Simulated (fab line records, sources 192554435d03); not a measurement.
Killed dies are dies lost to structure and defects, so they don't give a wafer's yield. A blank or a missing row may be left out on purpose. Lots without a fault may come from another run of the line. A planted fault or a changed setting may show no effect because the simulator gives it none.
fab line records | flow n5_finfet
record lots=24 wafers=72 last_day=18
route steps=1938 shown BEOL_M4@1024
lots that met no fault: from a run of the same line without faults
start_h: hours from the record's first day to the start of the lot's first wafer shown | wait_h: hours since the lot's step before | " the same as in the row above | L1.1+2: a row that stands for several wafers | - no value, or no start given | * or withheld: withheld | < > ~ a bound
route shown NAME@n: a module of which the file shows steps, and the number in the route of the first | usual: mean/standard deviation of fault-free wafers | same: alike in all rows | chamber/n: place in a boat | sites: the reading at each site | _std_site: their standard deviation | _edge_site: outer sites' mean less inner sites' | radius_mm: how far each site lies from the wafer's centre | mask NAME#n: copy n | behind: the tool/chamber that last shaped the wafer | hold: why the lot was held/for how many hours/how that ended | device: the transistor (n, p or np) that didn't switch | end of line: the same wafers' tests at the end of the route | a step without rows: its recipe alone | killed: dies lost to structure and defects at the first sort, not the wafer's yield | map: a wafer's dies, x killed, . not, _ none there
set.NAME: the setting as run; set.NAME@STEP: as run at that earlier step | model.NAME: the simulator's own value behind a step, which no gauge read
steps of the route over a sample of lots; a table a step, a row a wafer
services: from which hour (start_h, from the record's first day; less than 0 if before it) a tool's chamber was out of use, for how many hours, and why
## steps
# step N5_BEOL_M4_HM_DEP_02
# recipe material=TiN target_thk_a=200 temp_c=25 chamber_pressure_pa=0.49996
# usual throttle_valve_pct=29.6/1.2
# columns lot.wafer tool chamber start_h wait_h throttle_valve_pct
L074.4 pvd_sputter-02 - 155.59 0.9 28.2
L074.5 " - " " 29.1
L074.6 " - " " 30.9
L075.2 pvd_sputter-03 - 162.18 0.4 27.8
L075.4 " - " " 30.3
L075.6 " - " " 28.0
L077.1 pvd_sputter-01 - 180.81 3.6 31.0
L077.2 " - " " 28.2
L077.5 " - " " 28.2
L076.2 pvd_sputter-01 - 181.27 1.1 31.1
L076.3 " - " " 29.6
L076.5 " - " " 29.7
L078.2 pvd_sputter-01 - 198.39 2.6 31.0
L078.5 " - " " 29.5
L078.6 " - " " 28.5
L079.3 pvd_sputter-03 - 206.72 0.1 28.0
L079.4 " - " " 30.2
L079.5 " - " " 28.0
L080.2 pvd_sputter-03 - 212.70 1.0 27.9
L080.5 " - " " 30.9
L080.6 " - " " 28.0
L081.2 pvd_sputter-03 - 212.80 1.0 30.4
L081.4 " - " " 30.5
L081.5 " - " " 30.4
L082.1 pvd_sputter-03 - 214.14 0.4 30.8
L082.3 " - " " 30.1
L082.5 " - " " 30.4
L085.1 pvd_sputter-02 - 218.65 1.1 29.0
L085.2 " - " " 30.7
L085.6 " - " " 31.1
L083.1 pvd_sputter-02 - 219.93 0.5 29.1
L083.3 " - " " 30.9
L083.4 " - " " 31.4
L084.2 pvd_sputter-03 - 229.46 2.2 30.3
L084.4 " - " " 30.6
L084.6 " - " " 28.0
L087.3 pvd_sputter-03 - 230.36 0.4 30.6
L087.4 " - " " 30.7
L087.5 " - " " 28.1
L086.3 pvd_sputter-02 - 232.91 2.5 28.2
L086.4 " - " " 31.4
L086.5 " - " " 28.0
L088.2 pvd_sputter-02 - 245.51 1.0 31.2
L088.4 " - " " 28.1
L088.5 " - " " 31.1
L089.2 pvd_sputter-01 - 253.75 0.0 31.3
L089.3 " - " " 28.2
L089.5 " - " " 29.7
L090.3 pvd_sputter-01 - 267.40 0.4 29.7
L090.4 " - " " 28.2
L090.5 " - " " 31.1
L092.1 pvd_sputter-01 - 268.38 1.1 28.5
L092.2 " - " " 27.9
L092.3 " - " " 30.9
L093.2 pvd_sputter-02 - 273.48 2.0 30.9
L093.3 " - " " 29.1
L093.4 " - " " 28.3
L091.1 pvd_sputter-02 - 273.92 1.4 28.0
L091.2 " - " " 31.2
L091.3 " - " " 30.9
L094.1 pvd_sputter-01 - 284.14 1.6 29.7
L094.5 " - " " 28.2
L094.6 " - " " 31.2
L095.2 pvd_sputter-03 - 289.24 0.9 30.6
L095.3 " - " " 27.8
L095.4 " - " " 29.9
L097.2 pvd_sputter-01 - 292.99 0.1 31.1
L097.4 " - " " 29.6
L097.5 " - " " 30.8
L096.1 pvd_sputter-01 - 305.84 2.7 31.2
L096.2 " - " " 28.3
L096.4 " - " " 29.8
# step N5_BEOL_M4_ETCH_64
# recipe chemistry=N2/H2 target=SOC target_depth_a=750 overetch_a=225 mask_material=SiARC temp_c=40 time_s=121.9 ion_energy_ev=200 pressure_mtorr=30 source_w=840 bias_w=150 n2_flow_sccm=200 h2_flow_sccm=200
# usual drypump_motor_current_A=5.6/0.53 oes_product_au=0.61/0.042 rf_vpp_V=523.6/2.3 showerhead_plenum_p_Torr=2.52/0.08 throttle_valve_pct=17.74/0.27
# columns lot.wafer tool chamber start_h wait_h drypump_motor_current_A oes_product_au rf_hours_counter_h rf_vpp_V showerhead_plenum_p_Torr throttle_valve_pct
L074.4 rie_diel-03 0 156.31 0.0 5.5 0.64 67 528.6 2.68 17.23
L074.5 " 1 " " 6.2 0.69 - 526.4 2.59 17.49
L074.6 " 2 " " 5.6 0.66 - 524.4 2.59 17.25
L075.2 rie_diel-03 3 162.77 0.0 6.0 0.57 129 524.2 2.54 17.67
L075.4 " 2 " " 5.6 0.66 27 524.1 2.58 17.28
L075.6 " 0 " " 5.5 0.63 - 527.8 2.68 17.22
L077.1 rie_diel-03 3 181.55 0.0 6.0 0.57 133 525.0 2.54 17.67
L077.2 " 2 " " 5.6 0.66 31 525.5 2.58 17.27
L077.5 " 0 " " 5.5 0.63 - 527.8 2.68 17.21
L076.2 rie_diel-02 3 181.87 0.0 5.4 0.58 147 525.5 2.65 17.78
L076.3 " 1 " " 5.1 0.65 39 521.9 2.49 17.85
L076.5 " 1 " " 5.1 0.65 - 523.2 2.49 17.84
L078.2 rie_diel-03 1 199.18 0.0 6.1 0.67 48 525.2 2.59 17.52
L078.5 " 2 " " 5.6 0.65 - 525.4 2.58 17.28
L078.6 " 3 " " 6.0 0.57 - 524.8 2.54 17.70
L079.3 rie_diel-06 3 207.40 0.0 6.6 0.59 101 523.1 2.57 18.07
L079.4 " 2 " " 5.4 0.62 104 521.8 2.45 17.64
L079.5 " 1 " " 4.9 0.55 - 521.6 2.41 17.86
L080.2 rie_diel-02 0 213.42 0.0 5.4 0.56 166 524.4 2.53 18.03
L080.5 " 2 " " 5.1 0.67 - 521.9 2.49 18.09
L080.6 " 1 " " 5.1 0.64 - 523.3 2.48 17.86
L081.2 rie_diel-06 0 213.59 0.0 6.2 0.65 47 522.7 2.48 17.77
L081.4 " 1 " " 4.9 0.56 174 521.6 2.41 17.86
L081.5 " 1 " " 4.8 0.56 - 520.2 2.41 17.85
L082.1 rie_diel-02 2 215.16 0.0 5.1 0.67 40 522.0 2.49 18.11
L082.3 " 0 " " 5.4 0.55 166 524.7 2.53 18.01
L082.5 " 2 " " 5.1 0.67 - 523.1 2.49 18.12
L085.1 rie_diel-03 1 219.58 0.0 6.1 0.67 54 524.7 2.59 17.52
L085.2 " 3 " " 6.0 0.56 146 523.8 2.54 17.71
L085.6 " 3 " " 6.0 0.57 - 523.7 2.54 17.71
L083.1 rie_diel-02 3 220.53 0.0 5.4 0.58 159 526.1 2.64 17.79
L083.3 " 2 " " 5.1 0.67 42 521.2 2.49 18.11
L083.4 " 1 " " 5.0 0.64 52 522.4 2.48 17.86
L084.2 rie_diel-06 2 230.06 0.0 5.5 0.62 112 521.6 2.45 17.66
L084.4 " 0 " " 6.2 0.66 54 522.2 2.47 17.78
L084.6 " 1 " " 4.9 0.55 - 519.4 2.41 17.86
L087.3 rie_diel-06 1 231.08 0.0 4.8 0.56 180 520.0 2.41 17.89
L087.4 " 3 " " 6.6 0.59 109 525.7 2.57 18.10
L087.5 " 1 " " 4.8 0.56 - 519.8 2.41 17.87
L086.3 rie_diel-03 0 233.51 0.0 5.5 0.62 90 528.2 2.67 17.25
L086.4 " 2 " " 5.6 0.64 49 525.1 2.57 17.28
L086.5 " 0 " " 5.5 0.62 - 528.3 2.67 17.27
L088.2 rie_diel-06 3 246.11 0.0 6.6 0.59 113 525.7 2.57 18.10
L088.4 " 2 " " 5.4 0.61 120 520.1 2.45 17.68
L088.5 " 2 " " 5.4 0.62 - 522.2 2.45 17.69
L089.2 rie_diel-03 2 254.36 0.0 5.6 0.63 56 526.7 2.57 17.29
L089.3 " 1 " " 6.1 0.65 66 525.8 2.58 17.56
L089.5 " 2 " " 5.6 0.63 - 524.1 2.57 17.33
L090.3 rie_diel-03 2 267.99 0.0 5.6 0.62 61 524.3 2.57 17.32
L090.4 " 3 " " 6.0 0.56 163 524.5 2.53 17.73
L090.5 " 2 " " 5.6 0.62 - 525.8 2.57 17.33
L092.1 rie_diel-06 1 269.37 0.0 4.9 0.55 194 521.6 2.41 17.90
L092.2 " 2 " " 5.4 0.61 127 521.4 2.44 17.69
L092.3 " 0 " " 6.2 0.63 67 521.6 2.47 17.81
L093.2 rie_diel-06 1 274.08 0.0 4.8 0.54 195 520.6 2.41 17.89
L093.3 " 0 " " 6.3 0.63 68 522.9 2.47 17.80
L093.4 " 2 " " 5.4 0.61 128 520.0 2.44 17.72
L091.1 rie_diel-06 2 274.61 0.0 5.5 0.61 129 521.6 2.44 17.70
L091.2 " 0 " " 6.2 0.63 68 523.0 2.47 17.80
L091.3 " 3 " " 6.6 0.58 122 524.0 2.56 18.10
L094.1 rie_diel-02 0 284.74 0.0 5.4 0.54 191 523.4 2.52 18.06
L094.5 " 3 " " 5.4 0.56 - 526.0 2.64 17.85
L094.6 " 2 " " 5.2 0.64 - 522.2 2.48 18.15
L095.2 rie_diel-02 0 289.83 0.0 5.4 0.54 194 522.7 2.52 18.07
L095.3 " 2 " " 5.1 0.65 68 522.2 2.48 18.16
L095.4 " 1 " " 5.1 0.62 79 522.9 2.47 17.90
L097.2 rie_diel-06 3 293.71 0.0 6.6 0.58 127 525.2 2.56 18.12
L097.4 " 0 " " 6.2 0.62 74 521.9 2.47 17.81
L097.5 " 0 " " 6.2 0.63 - 521.0 2.46 17.81
L096.1 rie_diel-06 0 306.58 0.0 6.3 0.62 78 522.0 2.46 17.82
L096.2 " 2 " " 5.4 0.60 137 521.0 2.44 17.73
L096.4 " 3 " " 6.6 0.57 131 524.1 2.56 18.12
# step N5_BEOL_M4_CD_MEAS_28
# recipe target_cd_nm=26.2 landing_energy_ev=500 detector=se_inlens target_cd_y_nm=24.1 polarity=opening
# usual cd_nm=26.13/0.24
# columns lot.wafer tool chamber start_h wait_h cd_nm
L074.4 cd_sem-02 0 157.00 - 25.94
L074.5 " 0 " " 26.43
L074.6 " 0 " " 26.16
L075.2 cd_sem-02 0 163.45 - 25.92
L075.4 " 0 " " 25.86
L075.6 " 0 " " 26.11
L077.1 cd_sem-01 0 182.35 - 26.05
L077.2 " 0 " " 25.98
L077.5 " 0 " " 26.34
L076.2 cd_sem-02 0 182.56 - 25.76
L076.3 " 0 " " 26.16
L076.5 " 0 " " 26.08
L078.2 cd_sem-03 0 199.95 - 26.09
L078.5 " 0 " " 26.13
L078.6 " 0 " " 26.51
L079.3 cd_sem-03 0 208.13 - 26.38
L079.4 " 0 " " 25.96
L079.5 " 0 " " 26.54
L080.2 cd_sem-03 0 214.23 - 26.05
L080.5 " 0 " " 25.97
L080.6 " 0 " " 26.09
L081.2 cd_sem-01 0 214.29 - 26.25
L081.4 " 0 " " 25.97
L081.5 " 0 " " 25.99
L082.1 cd_sem-03 0 215.83 - 25.98
L082.3 " 0 " " 25.89
L082.5 " 0 " " 26.02
L085.1 cd_sem-02 0 220.33 - 25.83
L085.2 " 0 " " 26.07
L085.6 " 0 " " 25.72
L083.1 cd_sem-02 0 221.20 - 26.01
L083.3 " 0 " " 25.81
L083.4 " 0 " " 25.97
L084.2 cd_sem-01 0 230.86 - 26.09
L084.4 " 0 " " 25.76
L084.6 " 0 " " 25.94
L087.3 cd_sem-01 0 231.89 - 25.77
L087.4 " 0 " " 25.87
L087.5 " 0 " " 25.78
L086.3 cd_sem-01 0 234.29 - 26.20
L086.4 " 0 " " 26.14
L086.5 " 0 " " 26.15
L088.2 cd_sem-01 0 246.92 - 26.36
L088.4 " 0 " " 26.29
L088.5 " 0 " " 26.33
L089.2 cd_sem-03 0 255.12 - 26.41
L089.3 " 0 " " 26.01
L089.5 " 0 " " 26.62
L090.3 cd_sem-03 0 268.79 - 26.23
L090.4 " 0 " " 26.20
L090.5 " 0 " " 26.02
L092.1 cd_sem-01 0 270.21 - 26.51
L092.2 " 0 " " 26.47
L092.3 " 0 " " 26.51
L093.2 cd_sem-03 0 274.76 - 25.74
L093.3 " 0 " " 26.13
L093.4 " 0 " " 25.50
L091.1 cd_sem-02 0 275.38 - 26.31
L091.2 " 0 " " 26.15
L091.3 " 0 " " 26.17
L094.1 cd_sem-02 0 285.60 - 26.13
L094.5 " 0 " " 26.29
L094.6 " 0 " " 26.00
L095.2 cd_sem-02 0 290.51 - 26.70
L095.3 " 0 " " 26.22
L095.4 " 0 " " 26.36
L097.2 cd_sem-02 0 294.52 - 26.26
L097.4 " 0 " " 26.15
L097.5 " 0 " " 25.96
L096.1 cd_sem-02 0 307.55 - 26.24
L096.2 " 0 " " 26.20
L096.4 " 0 " " 26.04
# step N5_BEOL_M4_ETCH_69
# recipe chemistry=CF4 target=SiARC target_depth_a=156 mask_material=CAR-EUV time_s=26 ion_energy_ev=80 pressure_mtorr=40 source_w=545 bias_w=36 Ar_flow_sccm=100 cf4_flow_sccm=100 ends=cleared
# usual drypump_motor_current_A=5.6/0.48 etch_rf_on_time_s=26.4/0.68 oes_product_au=0.68/0.049 rf_vpp_V=184.0/1.2 showerhead_plenum_p_Torr=2.14/0.058 throttle_valve_pct=15.58/0.23
# columns lot.wafer tool chamber start_h wait_h drypump_motor_current_A etch_rf_on_time_s oes_product_au rf_hours_counter_h rf_vpp_V showerhead_plenum_p_Torr throttle_valve_pct
L074.4 rie_diel-06 2 157.44 0.0 5.4 27.2 0.69 88 183.7 2.09 15.62
L074.5 " 3 " " 6.6 25.8 0.68 - 183.9 2.17 15.70
L074.6 " 2 " " 5.4 27.3 0.69 - 181.7 2.09 15.61
L075.2 rie_diel-02 2 163.62 0.0 5.1 25.5 0.80 23 183.3 2.09 15.63
L075.4 " 3 " " 5.4 26.5 0.66 - 186.4 2.23 15.69
L075.6 " 2 " " 5.1 25.7 0.78 - 183.8 2.09 15.63
L077.1 rie_diel-02 2 182.52 0.0 5.1 25.7 0.78 29 185.0 2.09 15.65
L077.2 " 0 " " 5.4 27.2 0.61 156 184.6 2.15 15.83
L077.5 " 0 " " 5.4 27.3 0.60 - 182.7 2.15 15.84
L076.2 rie_diel-02 0 182.74 0.0 5.4 26.9 0.61 156 183.1 2.15 15.84
L076.3 " 1 " " 5.0 27.1 0.72 39 183.2 2.10 15.61
L076.5 " 2 " " 5.1 25.1 0.78 - 183.1 2.09 15.65
L078.2 rie_diel-03 0 200.13 0.0 5.5 26.1 0.70 79 185.7 2.24 15.07
L078.5 " 0 " " 5.5 26.0 0.70 - 184.6 2.24 15.08
L078.6 " 1 " " 6.1 27.2 0.74 - 184.0 2.19 15.38
L079.3 rie_diel-02 1 208.30 0.0 5.1 27.4 0.70 48 183.3 2.10 15.62
L079.4 " 2 " " 5.1 25.8 0.76 38 184.3 2.09 15.67
L079.5 " 2 " " 5.1 25.7 0.76 - 184.0 2.09 15.68
L080.2 rie_diel-02 2 214.40 0.0 5.1 25.6 0.75 40 182.8 2.09 15.67
L080.5 " 0 " " 5.4 26.8 0.60 - 183.5 2.14 15.86
L080.6 " 1 " " 5.1 27.1 0.71 - 182.6 2.10 15.61
L081.2 rie_diel-03 0 214.46 0.0 5.5 25.7 0.70 83 184.8 2.24 15.09
L081.4 " 1 " " 6.1 26.8 0.74 53 182.7 2.19 15.39
L081.5 " 2 " " 5.6 25.5 0.73 - 185.7 2.18 15.25
L082.1 rie_diel-02 3 216.45 0.0 5.4 26.5 0.64 158 184.7 2.22 15.73
L082.3 " 0 " " 5.4 26.6 0.61 167 182.6 2.14 15.86
L082.5 " 2 " " 5.1 25.2 0.76 - 183.3 2.09 15.65
L085.1 rie_diel-06 1 220.51 0.0 4.9 26.5 0.62 176 184.3 2.04 15.76
L085.2 " 3 " " 6.6 25.8 0.68 105 184.8 2.16 15.73
L085.6 " 2 " " 5.4 27.6 0.67 - 182.6 2.09 15.65
L083.1 rie_diel-03 0 221.37 0.0 5.5 25.9 0.69 86 185.5 2.24 15.11
L083.3 " 1 " " 6.1 27.0 0.74 55 185.3 2.19 15.40
L083.4 " 2 " " 5.6 25.9 0.73 44 185.4 2.18 15.22
L084.2 rie_diel-03 3 231.03 0.0 6.0 25.7 0.63 150 185.8 2.13 15.38
L084.4 " 1 " " 6.1 26.8 0.73 59 184.4 2.19 15.39
L084.6 " 1 " " 6.1 27.1 0.73 - 183.9 2.19 15.41
L087.3 rie_diel-06 0 232.06 0.0 6.2 26.2 0.72 54 184.3 2.10 15.68
L087.4 " 1 " " 4.8 26.6 0.62 180 182.7 2.04 15.76
L087.5 " 0 " " 6.2 26.1 0.72 - 184.3 2.10 15.67
L086.3 rie_diel-06 3 234.46 0.0 6.6 26.1 0.67 110 184.2 2.16 15.74
L086.4 " 1 " " 4.8 26.6 0.60 182 181.7 2.04 15.75
L086.5 " 1 " " 4.8 26.4 0.61 - 181.9 2.04 15.75
L088.2 rie_diel-06 0 247.09 0.0 6.2 25.9 0.72 60 183.7 2.10 15.71
L088.4 " 2 " " 5.4 27.4 0.66 120 183.2 2.08 15.69
L088.5 " 2 " " 5.4 27.2 0.66 - 183.6 2.08 15.68
L089.2 rie_diel-03 2 255.30 0.0 5.6 25.8 0.71 57 183.8 2.18 15.26
L089.3 " 1 " " 6.1 26.7 0.73 67 185.1 2.18 15.43
L089.5 " 0 " " 5.5 26.1 0.69 - 184.2 2.23 15.11
L090.3 rie_diel-02 1 269.17 0.0 5.0 27.5 0.68 71 184.0 2.09 15.66
L090.4 " 2 " " 5.1 25.5 0.73 60 182.3 2.08 15.73
L090.5 " 2 " " 5.1 25.4 0.73 - 184.0 2.08 15.72
L092.1 rie_diel-02 0 270.49 0.0 5.4 27.1 0.59 187 185.0 2.14 15.89
L092.2 " 3 " " 5.4 26.7 0.63 177 184.1 2.22 15.76
L092.3 " 2 " " 5.1 25.7 0.73 60 182.2 2.08 15.70
L093.2 rie_diel-03 0 274.93 0.0 5.5 25.9 0.69 105 186.8 2.23 15.14
L093.3 " 3 " " 6.0 25.7 0.63 166 185.1 2.13 15.41
L093.4 " 2 " " 5.6 25.8 0.70 64 184.4 2.17 15.28
L091.1 rie_diel-06 1 275.56 0.0 4.9 26.4 0.61 196 183.8 2.04 15.78
L091.2 " 0 " " 6.2 26.3 0.71 69 183.0 2.09 15.72
L091.3 " 2 " " 5.4 27.6 0.66 129 184.9 2.08 15.69
L094.1 rie_diel-02 0 285.78 0.0 5.4 27.4 0.59 192 183.3 2.13 15.92
L094.5 " 1 " " 5.0 27.4 0.67 - 182.9 2.09 15.69
L094.6 " 0 " " 5.4 27.4 0.59 - 183.5 2.13 15.92
L095.2 rie_diel-03 3 290.68 0.0 6.0 25.8 0.62 170 184.2 2.13 15.43
L095.3 " 1 " " 6.1 26.9 0.70 79 185.6 2.18 15.45
L095.4 " 0 " " 5.5 26.0 0.68 110 186.1 2.23 15.15
L097.2 rie_diel-03 3 294.73 0.0 6.0 25.9 0.62 172 184.3 2.13 15.43
L097.4 " 1 " " 6.1 27.3 0.70 81 185.2 2.18 15.44
L097.5 " 3 " " 6.0 25.8 0.62 - 182.9 2.13 15.43
L096.1 rie_diel-06 0 307.73 0.0 6.2 26.0 0.70 78 183.8 2.09 15.75
L096.2 " 2 " " 5.4 27.1 0.65 138 180.9 2.08 15.73
L096.4 " 3 " " 6.6 25.6 0.65 131 183.3 2.15 15.80
# step N5_BEOL_M4_ETCH_41
# recipe chemistry=CH3F/O2 target=SiCN target_depth_a=299 taper_deg=2 time_s=52.5 ion_energy_ev=120 mask_material=TiN pressure_mtorr=30 source_w=395 bias_w=75 Ar_flow_sccm=150 CH3F_flow_sccm=30 O2_flow_sccm=20
# usual CH3F_flow_sccm=30.00/0.097 drypump_motor_current_A=5.5/0.47 oes_product_au=0.79/0.058 rf_vpp_V=297.2/1.5 showerhead_plenum_p_Torr=2.00/0.054 throttle_valve_pct=16.34/0.22
# columns lot.wafer tool chamber start_h wait_h CH3F_flow_sccm drypump_motor_current_A oes_product_au rf_hours_counter_h rf_vpp_V showerhead_plenum_p_Torr throttle_valve_pct
L074.4 rie_diel-02 3 - - 29.91 5.4 0.76 145 297.9 2.08 16.38
L074.5 " 3 " " 29.71 5.4 0.77 - 299.0 2.08 16.39
L074.6 " 0 " " 29.97 5.4 0.72 - 296.7 2.00 16.51
L075.2 rie_diel-02 3 - - 30.14 5.4 0.76 147 299.8 2.08 16.40
L075.4 " 2 " " 30.04 5.1 0.90 29 295.5 1.95 16.39
L075.6 " 3 " " 30.10 5.4 0.76 - 298.4 2.08 16.39
L077.1 rie_diel-03 3 - - 29.96 6.0 0.76 134 295.8 1.99 16.04
L077.2 " 0 " " 29.94 5.5 0.83 74 300.1 2.10 15.77
L077.5 " 0 " " 29.84 5.4 0.83 - 300.8 2.10 15.78
L076.2 rie_diel-02 1 - - 29.93 5.1 0.84 39 296.5 1.97 16.36
L076.3 " 0 " " 30.21 5.4 0.72 156 297.5 2.00 16.51
L076.5 " 1 " " 30.04 5.0 0.85 - 296.4 1.97 16.38
L078.2 rie_diel-03 0 - - 29.86 5.4 0.82 81 299.8 2.10 15.79
L078.5 " 2 " " 30.07 5.6 0.87 - 298.2 2.04 15.96
L078.6 " 1 " " 30.03 6.1 0.88 - 295.7 2.04 16.09
L079.3 rie_diel-06 1 - - 30.09 4.9 0.74 173 294.5 1.91 16.47
L079.4 " 2 " " 30.08 5.4 0.79 105 297.7 1.94 16.32
L079.5 " 0 " " 30.18 6.3 0.86 - 296.2 1.96 16.42
L080.2 rie_diel-06 2 - - 29.96 5.4 0.79 107 295.0 1.94 16.34
L080.5 " 0 " " 29.94 6.2 0.86 - 297.1 1.96 16.40
L080.6 " 3 " " 30.10 6.6 0.79 - 298.0 2.02 16.47
L081.2 rie_diel-03 0 - - 29.93 5.4 0.82 85 299.4 2.10 15.81
L081.4 " 1 " " 30.05 6.1 0.88 54 298.5 2.04 16.10
L081.5 " 0 " " 30.02 5.5 0.82 - 301.6 2.10 15.80
L082.1 rie_diel-02 1 - - 29.91 5.0 0.82 53 296.5 1.97 16.39
L082.3 " 0 " " 30.07 5.4 0.71 169 297.4 1.99 16.55
L082.5 " 2 " " 30.02 5.1 0.87 - 296.2 1.95 16.42
L085.1 rie_diel-02 1 - - 30.00 5.1 0.83 57 295.9 1.97 16.41
L085.2 " 3 " " 30.00 5.4 0.75 165 297.5 2.08 16.42
L085.6 " 0 " " 30.05 5.4 0.70 - 295.7 1.99 16.55
L083.1 rie_diel-02 1 - - 30.02 5.0 0.82 59 294.8 1.97 16.41
L083.3 " 2 " " 30.04 5.1 0.86 49 298.0 1.95 16.42
L083.4 " 0 " " 29.81 5.4 0.70 174 296.8 1.99 16.55
L084.2 rie_diel-06 0 - - 29.91 6.2 0.83 57 295.0 1.96 16.45
L084.4 " 2 " " 29.95 5.4 0.78 - 296.1 1.93 16.34
L084.6 " 1 " " 29.88 4.9 0.72 - 296.8 1.91 16.50
L087.3 rie_diel-02 0 - - 29.88 5.3 0.71 176 297.6 1.99 16.56
L087.4 " 2 " " 30.06 5.1 0.86 51 295.7 1.95 16.44
L087.5 " 3 " " 30.09 5.4 0.75 - 298.4 2.08 16.43
L086.3 rie_diel-06 2 - - 30.11 5.4 0.79 119 296.8 1.93 16.34
L086.4 " 0 " " 30.00 6.2 0.83 60 295.1 1.96 16.44
L086.5 " 0 " " 29.95 6.2 0.84 - 296.1 1.96 16.43
L088.2 rie_diel-02 2 - - 29.97 5.1 0.86 55 294.4 1.94 16.45
L088.4 " 1 " " 30.14 5.0 0.83 65 297.0 1.96 16.42
L088.5 " 0 " " 29.78 5.4 0.71 - 297.5 1.99 16.56
L089.2 rie_diel-03 3 - - 29.97 6.0 0.73 160 297.1 1.98 16.09
L089.3 " 1 " " 29.90 6.1 0.84 67 298.7 2.04 16.11
L089.5 " 2 " " 29.96 5.6 0.83 - 297.6 2.03 15.97
L090.3 rie_diel-06 2 - - 29.78 5.5 0.77 129 295.9 1.93 16.37
L090.4 " 1 " " 30.05 4.9 0.72 196 295.4 1.90 16.51
L090.5 " 1 " " 29.95 4.9 0.71 - 296.6 1.90 16.52
L092.1 rie_diel-02 3 - - 30.09 5.4 0.74 180 298.2 2.07 16.45
L092.2 " 1 " " 29.99 5.0 0.80 75 295.1 1.96 16.45
L092.3 " 0 " " 30.10 5.4 0.69 190 296.6 1.99 16.56
L091.1 rie_diel-02 1 - - 29.98 5.1 0.80 76 294.8 1.96 16.43
L091.2 " 0 " " 30.10 5.4 0.70 191 296.1 1.99 16.59
L091.3 " 3 " " 29.97 5.4 0.74 181 298.5 2.07 16.46
L093.2 rie_diel-03 2 - - 30.05 5.6 0.81 66 298.2 2.03 15.99
L093.3 " 3 " " 29.86 6.0 0.73 168 297.7 1.98 16.10
L093.4 " 0 " " 30.16 5.5 0.80 107 298.5 2.09 15.84
L094.1 rie_diel-03 0 - - 30.15 5.4 0.79 113 299.5 2.09 15.86
L094.5 " 2 " " 30.11 5.6 0.82 - 297.8 2.03 16.00
L094.6 " 3 " " 30.04 6.0 0.73 - 296.5 1.98 16.09
L097.2 rie_diel-02 2 - - 30.05 5.1 0.83 74 296.4 1.94 16.47
L097.4 " 1 " " 29.99 5.0 0.79 85 294.6 1.96 16.46
L097.5 " 3 " " 30.07 5.4 0.72 - 299.9 2.07 16.48
L095.2 rie_diel-06 2 - - 30.06 5.4 0.76 138 295.5 1.93 16.38
L095.3 " 1 " " 29.96 4.8 0.71 206 294.4 1.90 16.55
L095.4 " 3 " " 29.98 6.6 0.76 131 297.4 2.01 16.51
L096.1 rie_diel-02 2 - - 30.07 5.1 0.84 74 295.2 1.94 16.47
L096.2 " 0 " " 30.00 5.4 0.69 200 298.2 1.98 16.58
L096.4 " 1 " " 30.21 5.1 0.79 86 295.7 1.96 16.46
# step N5_BEOL_M4_DEGAS_44
# recipe ambient=vacuum temp_c=250 time_s=60
# usual heater_power_w=340/36
# columns lot.wafer tool chamber start_h wait_h heater_power_w
L074.4 pvd_sputter-01 - 176.45 0.5 360
L074.5 " - " " 372
L074.6 " - " " 318
L075.2 pvd_sputter-03 - 181.29 0.1 354
L075.4 " - " " 298
L075.6 " - " " 360
L077.1 pvd_sputter-01 - 183.31 0.0 357
L077.2 " - " " 374
L077.5 " - " " 380
L076.2 pvd_sputter-03 - 183.54 0.0 363
L076.3 " - " " 290
L076.5 " - " " 352
L078.2 pvd_sputter-01 - 206.10 0.2 320
L078.5 " - " " 323
L078.6 " - " " 341
L079.3 pvd_sputter-03 - 210.62 0.1 357
L079.4 " - " " 320
L079.5 " - " " 291
L080.2 pvd_sputter-03 - 217.06 0.5 314
L080.5 " - " " 363
L080.6 " - " " 315
L081.2 pvd_sputter-02 - 220.03 0.3 283
L081.4 " - " " 422
L081.5 " - " " 320
L082.1 pvd_sputter-01 - 223.44 0.6 318
L082.3 " - " " 376
L082.5 " - " " 358
L085.1 pvd_sputter-01 - 233.86 0.7 357
L085.2 " - " " 318
L085.6 " - " " 327
L083.1 pvd_sputter-03 - 237.28 0.2 313
L083.3 " - " " 295
L083.4 " - " " 369
L084.2 pvd_sputter-01 - 240.80 0.2 387
L084.4 " - " " 357
L084.6 " - " " 342
L087.3 pvd_sputter-02 - 241.13 0.1 358
L087.4 " - " " 411
L087.5 " - " " 431
L086.3 pvd_sputter-01 - 245.95 0.5 343
L086.4 " - " " 359
L086.5 " - " " 383
L088.2 pvd_sputter-03 - 253.10 0.4 355
L088.4 " - " " 294
L088.5 " - " " 292
L089.2 pvd_sputter-02 - 258.71 0.4 278
L089.3 " - " " 424
L089.5 " - " " 283
L090.3 pvd_sputter-01 - 275.55 0.2 343
L090.4 " - " " 321
L090.5 " - " " 323
L092.1 pvd_sputter-01 - 278.67 0.2 332
L092.2 " - " " 376
L092.3 " - " " 366
L091.1 pvd_sputter-02 - 281.44 0.0 357
L091.2 " - " " 288
L091.3 " - " " 414
L093.2 pvd_sputter-02 - 284.55 0.3 285
L093.3 " - " " 421
L093.4 " - " " 318
L094.1 pvd_sputter-03 - 299.81 0.1 358
L094.5 " - " " 359
L094.6 " - " " 317
L097.2 pvd_sputter-03 - 307.87 0.6 353
L097.4 " - " " 360
L097.5 " - " " 313
L095.2 pvd_sputter-02 - 307.91 0.6 282
L095.3 " - " " 418
L095.4 " - " " 367
L096.1 pvd_sputter-02 - 310.33 0.3 423
L096.2 " - " " 287
L096.4 " - " " 310
## services
# columns tool chamber start_h hours kind
pvd_sputter-03 - 137.72 2.9 repair
rie_diel-06 0 162.38 3.7 repair
rie_diel-02 1 162.82 3.1 repair
pvd_sputter-03 - 164.10 7.1 repair
rie_diel-06 3 237.05 5.0 repair
pvd_sputter-02 - 288.76 8.9 repair
rie_diel-03 3 307.60 7.1 repair
## key
fault none
